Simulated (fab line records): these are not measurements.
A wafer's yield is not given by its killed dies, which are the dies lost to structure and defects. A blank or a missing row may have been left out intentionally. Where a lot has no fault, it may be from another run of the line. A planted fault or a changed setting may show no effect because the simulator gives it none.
Matching of chambers | flow nandHarc | 4 sister chambers for NHARC_A_STAIRCASE_CMP_472 on cmp-04
The step polishes SiO2. 4 wafers are shown with their chamber, then 7 later ones without.

## WAFERS WITH THEIR CHAMBER
wafer  | chamber | motorCurrentA (A)
L082.2 | 1       | 11.7
L085.2 | 3       | 12.4
L090.2 | 2       | 11.7
L090.3 | 0       | 13.9

## WAFERS WITH NO CHAMBER GIVEN
wafer  | motorCurrentA (A)
L090.5 | 11.4
L091.3 | 11.5
L091.4 | 12.9
L091.6 | 12.2
L093.4 | 12.5
L093.5 | 13.0
L093.6 | 12.5

## WHICH CHAMBER EACH ONE RAN IN
wafer  | from the rows above          | in truth
L090.5 | can't be placed: 1 or 2      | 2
L091.3 | can't be placed: 1 or 2      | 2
L091.4 | can't be placed: 3 or 0      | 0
L091.6 | can't be placed: 3 or 1 or 2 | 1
L093.4 | 3                            | 3
L093.5 | can't be placed: 3 or 0      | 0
L093.6 | 3                            | 3
Correctly placed: 2 of 7. Can't be placed from these rows: 5 (the true chamber is among the candidates in 5). Wrongly placed: 0.
How it was worked out, from the rows above alone: a wafer's distance from a chamber is the root of the sum, over the readings, of the square of ((its reading less the chamber's mean) divided by the reading's scatter). If the next closest chamber is less than 2 further off than the closest, the wafer can't be placed; otherwise it belongs to the closest. For every chamber, the mean is computed from those of its wafers that are shown. The scatter (one wafer shown for each chamber): square how far every hidden wafer sits from the nearest shown wafer, average those squares and take the square root.
